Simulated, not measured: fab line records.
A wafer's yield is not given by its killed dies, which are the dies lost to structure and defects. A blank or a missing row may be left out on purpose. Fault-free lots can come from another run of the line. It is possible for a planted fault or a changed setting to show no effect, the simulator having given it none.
Chamber matching :: flow nand_harc :: NHARC_A_M1_STRIP_18 on rie_diel-11 has 4 sister chambers
The step strips in N2/H2. 24 wafers are shown with their chamber, then 12 later ones without.

WAFERS WITH THEIR CHAMBER
wafer: L074.2
chamber: 0
rf_vpp_V (V): 91.6
oes_product_au (a.u.): 0.997
throttle_valve_pct (%): 14.171

wafer: L074.3
chamber: 1
rf_vpp_V (V): 89.5
oes_product_au (a.u.): 1.016
throttle_valve_pct (%): 14.177

wafer: L074.6
chamber: 2
rf_vpp_V (V): 89.3
oes_product_au (a.u.): 0.997
throttle_valve_pct (%): 14.168

wafer: L075.1
chamber: 3
rf_vpp_V (V): 90.0
oes_product_au (a.u.): 0.990
throttle_valve_pct (%): 14.174

wafer: L075.2
chamber: 2
rf_vpp_V (V): 90.0
oes_product_au (a.u.): 0.991
throttle_valve_pct (%): 14.178

wafer: L075.4
chamber: 1
rf_vpp_V (V): 90.2
oes_product_au (a.u.): 1.017
throttle_valve_pct (%): 14.169

wafer: L075.3
chamber: 0
rf_vpp_V (V): 92.2
oes_product_au (a.u.): 0.998
throttle_valve_pct (%): 14.164

wafer: L075.5
chamber: 3
rf_vpp_V (V): 90.8
oes_product_au (a.u.): 0.987
throttle_valve_pct (%): 14.184

wafer: L075.6
chamber: 2
rf_vpp_V (V): 89.5
oes_product_au (a.u.): 1.000
throttle_valve_pct (%): 14.180

wafer: L080.1
chamber: 2
rf_vpp_V (V): 90.5
oes_product_au (a.u.): 0.995
throttle_valve_pct (%): 14.181

wafer: L080.3
chamber: 0
rf_vpp_V (V): 90.4
oes_product_au (a.u.): 0.995
throttle_valve_pct (%): 14.166

wafer: L080.5
chamber: 2
rf_vpp_V (V): 89.9
oes_product_au (a.u.): 1.005
throttle_valve_pct (%): 14.165

wafer: L083.1
chamber: 3
rf_vpp_V (V): 88.8
oes_product_au (a.u.): 0.994
throttle_valve_pct (%): 14.165

wafer: L083.2
chamber: 2
rf_vpp_V (V): 90.5
oes_product_au (a.u.): 1.000
throttle_valve_pct (%): 14.182

wafer: L083.6
chamber: 1
rf_vpp_V (V): 90.7
oes_product_au (a.u.): 1.003
throttle_valve_pct (%): 14.163

wafer: L084.1
chamber: 1
rf_vpp_V (V): 91.8
oes_product_au (a.u.): 0.992
throttle_valve_pct (%): 14.182

wafer: L084.2
chamber: 2
rf_vpp_V (V): 88.6
oes_product_au (a.u.): 1.004
throttle_valve_pct (%): 14.154

wafer: L084.4
chamber: 0
rf_vpp_V (V): 92.6
oes_product_au (a.u.): 1.017
throttle_valve_pct (%): 14.166

wafer: L087.1
chamber: 3
rf_vpp_V (V): 89.5
oes_product_au (a.u.): 0.983
throttle_valve_pct (%): 14.169

wafer: L087.2
chamber: 1
rf_vpp_V (V): 90.3
oes_product_au (a.u.): 1.003
throttle_valve_pct (%): 14.170

wafer: L087.3
chamber: 2
rf_vpp_V (V): 90.2
oes_product_au (a.u.): 0.999
throttle_valve_pct (%): 14.175

wafer: L088.2
chamber: 0
rf_vpp_V (V): 91.0
oes_product_au (a.u.): 1.006
throttle_valve_pct (%): 14.164

wafer: L088.4
chamber: 3
rf_vpp_V (V): 89.5
oes_product_au (a.u.): 0.991
throttle_valve_pct (%): 14.177

wafer: L088.5
chamber: 0
rf_vpp_V (V): 92.0
oes_product_au (a.u.): 1.007
throttle_valve_pct (%): 14.172

SIGNATURES, as means of the wafers listed above
reading: rf_vpp_V
chamber 0: 91.633
chamber 1: 90.500
chamber 2: 89.812
chamber 3: 89.720
scatter within a chamber: 0.753

reading: oes_product_au
chamber 0: 1.00333
chamber 1: 1.00620
chamber 2: 0.99887
chamber 3: 0.98900
scatter within a chamber: 0.00706

reading: throttle_valve_pct
chamber 0: 14.16717
chamber 1: 14.17220
chamber 2: 14.17287
chamber 3: 14.17380
scatter within a chamber: 0.00764
Rule: distance of a wafer from a chamber = root of the sum over the readings of ((wafer's reading minus chamber's mean) / reading's scatter) squared. If the next closest chamber is less than 2 further off than the closest, the wafer can't be placed; otherwise it belongs to the closest. The scatter: take each reading less its chamber's mean, square it, sum over the shown wafers, divide by the number of wafers less the number of chambers, and take the root.

WAFERS WHOSE CHAMBER IS MISSING
wafer: L089.3
rf_vpp_V (V): 91.6
oes_product_au (a.u.): 0.995
throttle_valve_pct (%): 14.161

wafer: L089.4
rf_vpp_V (V): 90.9
oes_product_au (a.u.): 1.005
throttle_valve_pct (%): 14.180

wafer: L089.6
rf_vpp_V (V): 90.4
oes_product_au (a.u.): 0.982
throttle_valve_pct (%): 14.179

wafer: L090.3
rf_vpp_V (V): 90.9
oes_product_au (a.u.): 0.995
throttle_valve_pct (%): 14.176

wafer: L090.4
rf_vpp_V (V): 90.4
oes_product_au (a.u.): 0.995
throttle_valve_pct (%): 14.183

wafer: L090.6
rf_vpp_V (V): 91.3
oes_product_au (a.u.): 0.986
throttle_valve_pct (%): 14.167

wafer: L093.2
rf_vpp_V (V): 90.3
oes_product_au (a.u.): 0.989
throttle_valve_pct (%): 14.162

wafer: L093.3
rf_vpp_V (V): 91.6
oes_product_au (a.u.): 0.992
throttle_valve_pct (%): 14.177

wafer: L093.4
rf_vpp_V (V): 90.8
oes_product_au (a.u.): 0.990
throttle_valve_pct (%): 14.173

wafer: L095.2
rf_vpp_V (V): 89.8
oes_product_au (a.u.): 0.993
throttle_valve_pct (%): 14.170

wafer: L095.4
rf_vpp_V (V): 91.3
oes_product_au (a.u.): 1.003
throttle_valve_pct (%): 14.155

wafer: L095.5
rf_vpp_V (V): 90.6
oes_product_au (a.u.): 1.000
throttle_valve_pct (%): 14.161

WHICH CHAMBER EACH ONE RAN IN
wafer: L089.3
from the rows above: can't be placed: 0 or 1 or 2 or 3
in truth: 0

wafer: L089.4
from the rows above: can't be placed: 1 or 2 or 0 or 3
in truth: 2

wafer: L089.6
from the rows above: can't be placed: 3 or 2
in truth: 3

wafer: L090.3
from the rows above: can't be placed: 2 or 1 or 3 or 0
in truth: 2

wafer: L090.4
from the rows above: can't be placed: 2 or 3 or 1 or 0
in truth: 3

wafer: L090.6
from the rows above: can't be placed: 3 or 0 or 2 or 1
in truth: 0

wafer: L093.2
from the rows above: can't be placed: 3 or 2 or 0 or 1
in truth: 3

wafer: L093.3
from the rows above: can't be placed: 0 or 1 or 3 or 2
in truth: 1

wafer: L093.4
from the rows above: can't be placed: 3 or 2 or 0 or 1
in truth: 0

wafer: L095.2
from the rows above: can't be placed: 3 or 2 or 1
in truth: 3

wafer: L095.4
from the rows above: can't be placed: 0 or 1 or 2
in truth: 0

wafer: L095.5
from the rows above: can't be placed: 0 or 1 or 2 or 3
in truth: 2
Correctly placed: 0 of 12. Can't be placed from these rows: 12 (the true chamber is among the candidates in 12). 0 placed wrongly.
